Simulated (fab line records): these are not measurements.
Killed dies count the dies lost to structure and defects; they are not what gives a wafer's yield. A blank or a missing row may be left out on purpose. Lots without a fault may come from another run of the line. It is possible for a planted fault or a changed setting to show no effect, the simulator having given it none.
fab line records + flow nandHarc + part 2 of 2: steps 5 to 6 of 6
record
- lots=23
- wafers=69
- lastDay=33
route steps=1302 shown A_DECK1_JOINT@539 A_ONON_D2@567 A_CHANNEL_HOLE_D2@598 A_CHANNEL_FILL_D2@614
lots with no fault: from the same line, run without faults
startH: the number of hours between the record's first day and the start of the first shown wafer of the lot + waitH: hours from the lot's prior step to this one + " unchanged from the row above + L1.1+2: a row that stands for several wafers + - no value, or no start was given + * or withheld: withheld + < > ~ a bound
route shown NAME@n: NAME is a module with steps in the file, n the number in the route of the first one + usual: average and standard deviation across the fault-free wafers + same: alike in all rows + chamber/n: place in a boat + sites: readings site by site + _std_site: standard deviation of those values + _edge_site: outer sites' mean less inner sites' + radiusMm: how far each site lies from the wafer's centre + mask NAME#n: copy n + behind: tool/chamber where the wafer was last shaped + hold: the reason the lot was held/the length of the hold in hours/how it ended + device: the n, p or np transistor that did not switch + end of line: tests of these same wafers at the route's end + step lacking rows: just its recipe + killed: at the first sort, the dies lost to defects and structure; wafer yield is something else + map: per-die view of a wafer (x killed, . not killed, _ where there is no die)
set.NAME: the setting that was run; set.NAME@STEP: the one run at that earlier step + model.NAME: the simulator's own value behind a step, which no gauge read
route steps across a sampled set of lots; one table per step, one row per wafer
services: when a tool's chamber went out of use (startH, in hours from the record's first day, below 0 if earlier), for how many hours, and the reason
## steps
# step NHARC_A_CHANNEL_FILL_D2_ALD_14
# recipe
- targetThkA=25
- pulseTimeS=10
- aldCycles=25
- tempC=300
- material=SiO2
# usual
- heaterPowerW=474/46
- precursorPulseHeightRel=0.996/0.018
# same
- aldCycles=25
| lot.wafer | tool     | chamber | startH | waitH | heaterPowerW | precursorPulseHeightRel |
|-----------|----------|---------|--------|-------|--------------|-------------------------|
| L074.3    | aldHk-03 | 1       | 319.01 | 0.0   | 449          | 0.995                   |
| L074.1    | "        | 3       | "      | "     | 415          | 0.954                   |
| L074.2    | "        | 0       | "      | "     | 477          | 0.991                   |
| L075.1    | aldHk-01 | 3       | 319.05 | 0.1   | 463          | 0.995                   |
| L075.3    | "        | 0       | "      | "     | 419          | 1.026                   |
| L075.5    | "        | 3       | "      | "     | 459          | 0.967                   |
| L076.1    | aldHk-01 | 2       | 336.03 | 0.1   | 486          | 0.999                   |
| L076.4    | "        | 3       | "      | "     | 487          | 0.982                   |
| L076.5    | "        | 1       | "      | "     | 600          | 0.996                   |
| L077.2    | aldHk-03 | 3       | 347.52 | 0.1   | 418          | 1.002                   |
| L077.4    | "        | 0       | "      | "     | 481          | 1.008                   |
| L077.6    | "        | 2       | "      | "     | 475          | 0.978                   |
| L078.1    | aldHk-01 | 3       | 356.34 | 2.9   | 472          | 0.968                   |
| L078.3    | "        | 0       | "      | "     | 413          | 0.995                   |
| L078.2    | "        | 1       | "      | "     | 582          | 0.999                   |
| L079.1    | aldHk-02 | 2       | 358.65 | 0.1   | 411          | 0.978                   |
| L079.3    | "        | 3       | "      | "     | 505          | 1.002                   |
| L079.2    | "        | 0       | "      | "     | 496          | 1.005                   |
| L080.2    | aldHk-01 | 0       | 368.93 | 0.0   | 413          | 0.993                   |
| L080.1    | "        | 2       | "      | "     | 479          | 1.006                   |
| L080.6    | "        | 1       | "      | "     | 610          | 1.025                   |
| L081.3    | aldHk-02 | 1       | 377.66 | 0.0   | 487          | 0.981                   |
| L081.1    | "        | 2       | "      | "     | 411          | 1.035                   |
| L081.5    | "        | 1       | "      | "     | 488          | 1.007                   |
| L083.2    | aldHk-02 | 0       | 388.22 | 0.0   | 484          | 1.018                   |
| L083.1    | "        | 1       | "      | "     | 471          | 0.970                   |
| L083.6    | "        | 0       | "      | "     | 486          | 0.978                   |
| L082.1    | aldHk-02 | 3       | 388.44 | 0.3   | 494          | 0.983                   |
| L082.2    | "        | 1       | "      | "     | 463          | 0.998                   |
| L082.3    | "        | 2       | "      | "     | 420          | 0.993                   |
| L085.4    | aldHk-02 | 1       | 413.32 | 0.0   | 480          | 1.021                   |
| L085.1    | "        | 2       | "      | "     | 418          | 0.995                   |
| L085.5    | "        | 2       | "      | "     | 407          | 0.984                   |
| L084.2    | aldHk-03 | 2       | 417.07 | 0.0   | 493          | 0.969                   |
| L084.3    | "        | 0       | "      | "     | 469          | 1.009                   |
| L084.6    | "        | 3       | "      | "     | 409          | 1.011                   |
| L086.2    | aldHk-02 | 1       | 430.23 | 0.1   | 485          | 0.989                   |
| L086.1    | "        | 2       | "      | "     | 414          | 0.999                   |
| L086.5    | "        | 0       | "      | "     | 481          | 1.012                   |
| L087.1    | aldHk-03 | 0       | 452.66 | 0.1   | 477          | 0.964                   |
| L087.2    | "        | 1       | "      | "     | 482          | 1.007                   |
| L087.4    | "        | 2       | "      | "     | 477          | 1.005                   |
| L089.1    | aldHk-01 | 3       | 460.52 | 0.0   | 486          | 1.004                   |
| L089.2    | "        | 2       | "      | "     | 478          | 1.005                   |
| L089.6    | "        | 3       | "      | "     | 480          | 1.022                   |
| L088.4    | aldHk-03 | 2       | 460.55 | 0.1   | 479          | 1.014                   |
| L088.2    | "        | 0       | "      | "     | 497          | 1.005                   |
| L088.5    | "        | 1       | "      | "     | 473          | 0.968                   |
| L091.4    | aldHk-03 | 1       | 480.49 | 0.0   | 492          | 0.985                   |
| L091.2    | "        | 3       | "      | "     | 415          | 0.984                   |
| L091.3    | "        | 0       | "      | "     | 489          | 1.016                   |
| L090.3    | aldHk-02 | 2       | 480.53 | 0.1   | 404          | 1.025                   |
| L090.1    | "        | 3       | "      | "     | 514          | 0.998                   |
| L090.6    | "        | 1       | "      | "     | 490          | 0.976                   |
| L092.2    | aldHk-03 | 2       | 508.93 | 0.0   | 489          | 1.006                   |
| L092.4    | "        | 3       | "      | "     | 424          | 1.002                   |
| L092.3    | "        | 1       | "      | "     | 485          | 0.962                   |
| L093.4    | aldHk-01 | 0       | 508.94 | 0.0   | 425          | 0.975                   |
| L093.3    | "        | 1       | "      | "     | 568          | 0.988                   |
| L093.1    | "        | 3       | "      | "     | 482          | 0.994                   |
| L095.1    | aldHk-02 | 2       | 514.11 | 0.9   | 404          | 0.983                   |
| L095.2    | "        | 0       | "      | "     | 487          | 0.979                   |
| L095.5    | "        | 2       | "      | "     | 406          | 1.003                   |
| L096.1    | aldHk-01 | 2       | 518.54 | 0.0   | 468          | 0.996                   |
| L096.2    | "        | 3       | "      | "     | 473          | 0.988                   |
| L096.5    | "        | 3       | "      | "     | 470          | 0.979                   |
| L097.2    | aldHk-03 | 1       | 536.55 | 0.0   | 495          | 0.997                   |
| L097.4    | "        | 2       | "      | "     | 484          | 0.953                   |
| L097.3    | "        | 3       | "      | "     | 414          | 0.992                   |
# step NHARC_A_CHANNEL_FILL_D2_STRIP_28
# recipe
- timeS=20
- o2FlowSccm=500
- arFlowSccm=0
- biasW=0
- chemistry=O2
# usual
- drypumpMotorCurrentA=5.6/0.43
- o2FlowSccm=500.0/1.5
- oesProductAu=1.002/0.0071
- rfVppV=58.0/0.96
- showerheadPlenumPTorr=3.56/0.15
- throttleValvePct=17.036/0.0094
# same
- timeS=20
| lot.wafer | tool       | chamber | startH | waitH | drypumpMotorCurrentA | o2FlowSccm | oesProductAu | rfHoursCounterH | rfVppV | showerheadPlenumPTorr | throttleValvePct |
|-----------|------------|---------|--------|-------|----------------------|------------|--------------|-----------------|--------|-----------------------|------------------|
| L074.3    | rieDiel-08 | 0       | 337.76 | 0.1   | 5.6                  | 501.7      | 1.010        | 3               | 57.5   | 3.41                  | 17.037           |
| L074.2    | "          | 2       | "      | "     | 5.0                  | 499.1      | 0.989        | 4               | 56.5   | 3.33                  | 17.027           |
| L074.1    | "          | 3       | "      | "     | 6.4                  | 500.5      | 1.011        | 3               | 58.5   | 3.57                  | 17.034           |
| L075.1    | rieDiel-07 | 0       | 337.82 | 0.1   | 5.4                  | 499.9      | 1.003        | 1               | 59.2   | 3.63                  | 17.054           |
| L075.3    | "          | 0       | "      | "     | 5.4                  | 499.9      | 1.000        | -               | 58.0   | 3.63                  | 17.038           |
| L075.5    | "          | 3       | "      | "     | 5.2                  | 498.8      | 1.000        | -               | 58.7   | 3.67                  | 17.027           |
| L076.1    | rieDiel-07 | 0       | 353.30 | 0.1   | 5.4                  | 502.6      | 1.017        | 2               | 58.4   | 3.63                  | 17.035           |
| L076.4    | "          | 1       | "      | "     | 5.8                  | 501.1      | 0.999        | 1               | 57.0   | 3.43                  | 17.029           |
| L076.5    | "          | 0       | "      | "     | 5.3                  | 501.1      | 1.011        | -               | 58.6   | 3.63                  | 17.036           |
| L077.4    | rieDiel-07 | 3       | 367.87 | 0.1   | 5.2                  | 500.2      | 1.009        | 3               | 57.9   | 3.67                  | 17.034           |
| L077.2    | "          | 0       | "      | "     | 5.4                  | 498.6      | 0.995        | 3               | 58.1   | 3.63                  | 17.024           |
| L077.6    | "          | 0       | "      | "     | 5.4                  | 499.1      | 1.008        | -               | 58.7   | 3.63                  | 17.043           |
| L078.2    | rieDiel-07 | 2       | 373.79 | 0.1   | 6.3                  | 501.4      | 1.000        | 3               | 57.5   | 3.61                  | 17.027           |
| L078.1    | "          | 3       | "      | "     | 5.3                  | 501.1      | 1.006        | 3               | 59.0   | 3.67                  | 17.021           |
| L078.3    | "          | 0       | "      | "     | 5.4                  | 501.0      | 1.002        | 3               | 59.2   | 3.63                  | 17.027           |
| L079.2    | rieDiel-11 | 0       | 373.96 | 0.2   | 6.3                  | 503.3      | 1.013        | 19              | 56.3   | 3.37                  | 17.028           |
| L079.3    | "          | 1       | "      | "     | 5.5                  | 501.5      | 1.005        | 21              | 57.0   | 3.28                  | 17.039           |
| L079.1    | "          | 3       | "      | "     | 5.6                  | 503.6      | 1.004        | 18              | 55.5   | 3.27                  | 17.036           |
| L080.1    | rieDiel-08 | 0       | 387.13 | 0.1   | 5.5                  | 499.5      | 1.003        | 1               | 58.7   | 3.40                  | 17.024           |
| L080.2    | "          | 1       | "      | "     | 5.3                  | 498.7      | 0.995        | 1               | 60.1   | 3.70                  | 17.040           |
| L080.6    | "          | 0       | "      | "     | 5.5                  | 500.5      | 0.995        | -               | 55.8   | 3.40                  | 17.026           |
| L081.1    | rieDiel-08 | 2       | 394.56 | 0.1   | 5.1                  | 499.8      | 0.992        | 1               | 56.9   | 3.33                  | 17.025           |
| L081.3    | "          | 0       | "      | "     | 5.5                  | 499.3      | 0.991        | 1               | 57.1   | 3.40                  | 17.035           |
| L081.5    | "          | 1       | "      | "     | 5.4                  | 498.0      | 1.000        | -               | 57.2   | 3.70                  | 17.024           |
| L083.1    | rieDiel-07 | 3       | 408.43 | 0.1   | 5.2                  | 501.9      | 1.000        | 4               | 59.1   | 3.67                  | 17.027           |
| L083.2    | "          | 1       | "      | "     | 5.7                  | 500.1      | 0.999        | 3               | 58.0   | 3.43                  | 17.033           |
| L083.6    | "          | 2       | "      | "     | 6.3                  | 498.7      | 0.992        | -               | 57.5   | 3.61                  | 17.039           |
| L082.2    | rieDiel-08 | 3       | 408.43 | 0.1   | 6.5                  | 499.9      | 1.003        | 1               | 58.1   | 3.57                  | 17.045           |
| L082.3    | "          | 0       | "      | "     | 5.5                  | 498.9      | 1.004        | 1               | 56.8   | 3.40                  | 17.042           |
| L082.1    | "          | 1       | "      | "     | 5.3                  | 499.3      | 1.015        | 1               | 57.9   | 3.70                  | 17.019           |
| L085.4    | rieDiel-07 | 0       | 430.71 | 0.1   | 5.4                  | 498.3      | 0.993        | 5               | 58.6   | 3.63                  | 17.054           |
| L085.1    | "          | 2       | "      | "     | 6.3                  | 496.0      | 1.002        | 4               | 57.5   | 3.61                  | 17.056           |
| L085.5    | "          | 0       | "      | "     | 5.4                  | 499.4      | 1.009        | -               | 56.5   | 3.63                  | 17.020           |
| L084.3    | rieDiel-07 | 2       | 433.83 | 0.1   | 6.3                  | 500.9      | 1.005        | 4               | 56.9   | 3.61                  | 17.041           |
| L084.2    | "          | 3       | "      | "     | 5.2                  | 503.0      | 1.009        | 5               | 58.8   | 3.67                  | 17.045           |
| L084.6    | "          | 0       | "      | "     | 5.4                  | 499.5      | 1.002        | -               | 57.8   | 3.63                  | 17.048           |
| L086.1    | rieDiel-07 | 2       | 447.71 | 0.1   | 6.3                  | 500.8      | 1.006        | 5               | 59.0   | 3.61                  | 17.046           |
| L086.2    | "          | 0       | "      | "     | 5.4                  | 499.6      | 1.001        | 6               | 57.7   | 3.63                  | 17.030           |
| L086.5    | "          | 2       | "      | "     | 6.3                  | 502.8      | 1.001        | -               | 58.9   | 3.61                  | 17.037           |
| L087.4    | rieDiel-08 | 0       | 470.44 | 0.1   | 5.5                  | 500.5      | 1.004        | 3               | 56.7   | 3.40                  | 17.037           |
| L087.1    | "          | 1       | "      | "     | 5.3                  | 498.8      | 0.989        | 3               | 58.4   | 3.70                  | 17.029           |
| L087.2    | "          | 3       | "      | "     | 6.5                  | 497.2      | 0.988        | 3               | 58.2   | 3.57                  | 17.036           |
| L088.4    | rieDiel-08 | 2       | 477.73 | 0.1   | 5.1                  | 499.5      | 0.997        | 3               | 57.4   | 3.33                  | 17.047           |
| L088.2    | "          | 3       | "      | "     | 6.5                  | 499.2      | 0.996        | 3               | 58.9   | 3.57                  | 17.026           |
| L088.5    | "          | 2       | "      | "     | 5.1                  | 499.6      | 0.989        | -               | 57.1   | 3.33                  | 17.033           |
| L089.2    | rieDiel-11 | 1       | 477.74 | 0.1   | 5.5                  | 496.3      | 1.003        | 6               | 59.3   | 3.80                  | 17.036           |
| L089.1    | "          | 0       | "      | "     | 6.4                  | 501.2      | 0.991        | 7               | 58.4   | 3.36                  | 17.036           |
| L089.6    | "          | 2       | "      | "     | 5.1                  | 502.0      | 1.017        | -               | 57.6   | 3.79                  | 17.041           |
| L091.3    | rieDiel-07 | 1       | 498.57 | 0.1   | 5.7                  | 503.6      | 1.008        | 1               | 58.0   | 3.43                  | 17.039           |
| L091.4    | "          | 2       | "      | "     | 6.3                  | 498.2      | 0.994        | 0               | 58.4   | 3.61                  | 17.030           |
| L091.2    | "          | 0       | "      | "     | 5.4                  | 500.9      | 1.009        | 1               | 57.2   | 3.63                  | 17.049           |
| L090.3    | rieDiel-11 | 2       | 498.57 | 0.1   | 5.1                  | 501.6      | 1.000        | 7               | 58.9   | 3.79                  | 17.040           |
| L090.1    | "          | 3       | "      | "     | 5.6                  | 502.2      | 1.005        | 9               | 58.9   | 3.80                  | 17.034           |
| L090.6    | "          | 0       | "      | "     | 6.3                  | 499.2      | 0.990        | -               | 56.8   | 3.36                  | 17.045           |
| L093.4    | rieDiel-08 | 3       | 526.08 | 0.1   | 6.5                  | 500.4      | 0.995        | 5               | 57.3   | 3.57                  | 17.040           |
| L093.3    | "          | 0       | "      | "     | 5.5                  | 498.8      | 0.987        | 5               | 57.3   | 3.40                  | 17.038           |
| L093.1    | "          | 2       | "      | "     | 5.1                  | 496.6      | 0.995        | 5               | 58.8   | 3.33                  | 17.053           |
| L092.4    | rieDiel-07 | 3       | 526.09 | 0.1   | 5.2                  | 500.4      | 1.004        | 1               | 56.6   | 3.66                  | 17.040           |
| L092.3    | "          | 0       | "      | "     | 5.3                  | 498.9      | 1.012        | 1               | 59.3   | 3.63                  | 17.022           |
| L092.2    | "          | 1       | "      | "     | 5.7                  | 502.0      | 1.018        | 1               | 58.8   | 3.42                  | 17.046           |
| L095.2    | rieDiel-07 | 2       | 532.29 | 0.1   | 6.3                  | 499.4      | 0.999        | 1               | 58.8   | 3.60                  | 17.040           |
| L095.1    | "          | 3       | "      | "     | 5.2                  | 500.6      | 1.002        | 1               | 58.3   | 3.66                  | 17.028           |
| L095.5    | "          | 1       | "      | "     | 5.7                  | 500.1      | 0.995        | -               | 57.2   | 3.42                  | 17.031           |
| L096.1    | rieDiel-11 | 1       | 536.04 | 0.1   | 5.5                  | 499.1      | 0.997        | 14              | 59.3   | 3.80                  | 17.045           |
| L096.2    | "          | 3       | "      | "     | 5.6                  | 501.4      | 1.003        | 13              | 59.2   | 3.80                  | 17.043           |
| L096.5    | "          | 1       | "      | "     | 5.5                  | 497.7      | 0.995        | -               | 57.9   | 3.80                  | 17.042           |
| L097.2    | rieDiel-08 | 2       | 556.24 | 0.1   | 5.0                  | 499.8      | 1.004        | 0               | 57.2   | 3.33                  | 17.044           |
| L097.4    | "          | 3       | "      | "     | 6.4                  | 501.2      | 0.999        | 0               | 58.7   | 3.57                  | 17.033           |
| L097.3    | "          | 0       | "      | "     | 5.5                  | 500.1      | 1.011        | 0               | 56.7   | 3.40                  | 17.021           |
## services
| tool       | chamber | startH | hours | kind   |
|------------|---------|--------|-------|--------|
| rieDiel-02 | 2       | 275.77 | 14.2  | repair |
| rieDiel-02 | 0       | 275.82 | 2.5   | repair |
| cmp-03     | -       | 287.40 | 0.9   | repair |
| rieDiel-02 | 1       | 288.99 | 1.3   | repair |
| cmp-03     | -       | 292.13 | 4.0   | pm     |
| rieDiel-07 | -       | 294.20 | 9.0   | pm     |
| rieDiel-07 | 1       | 314.67 | 23.4  | repair |
| rieDiel-02 | -       | 327.53 | 0.5   | repair |
| rieDiel-02 | 0       | 330.81 | 4.1   | repair |
| rieDiel-07 | 2       | 336.29 | 3.9   | repair |
| rieDiel-02 | 2       | 340.72 | 6.1   | repair |
| rieDiel-02 | 2       | 356.16 | 4.3   | repair |
| cmp-03     | -       | 371.51 | 2.4   | repair |
| harEtch-02 | -       | 379.51 | 17.0  | pm     |
| cmp-03     | -       | 390.28 | 4.0   | pm     |
| rieDiel-02 | -       | 393.70 | 9.0   | pm     |
| harEtch-02 | -       | 429.97 | 2.9   | repair |
| rieDiel-02 | -       | 442.00 | 0.7   | repair |
| rieDiel-02 | 3       | 448.43 | 31.0  | repair |
| cmp-03     | -       | 456.90 | 2.2   | repair |
| rieDiel-07 | -       | 471.20 | 9.0   | pm     |
| rieDiel-02 | 2       | 535.41 | 15.3  | repair |
| rieDiel-07 | 3       | 547.52 | 4.3   | repair |
| rieDiel-02 | -       | 550.34 | 0.6   | repair |
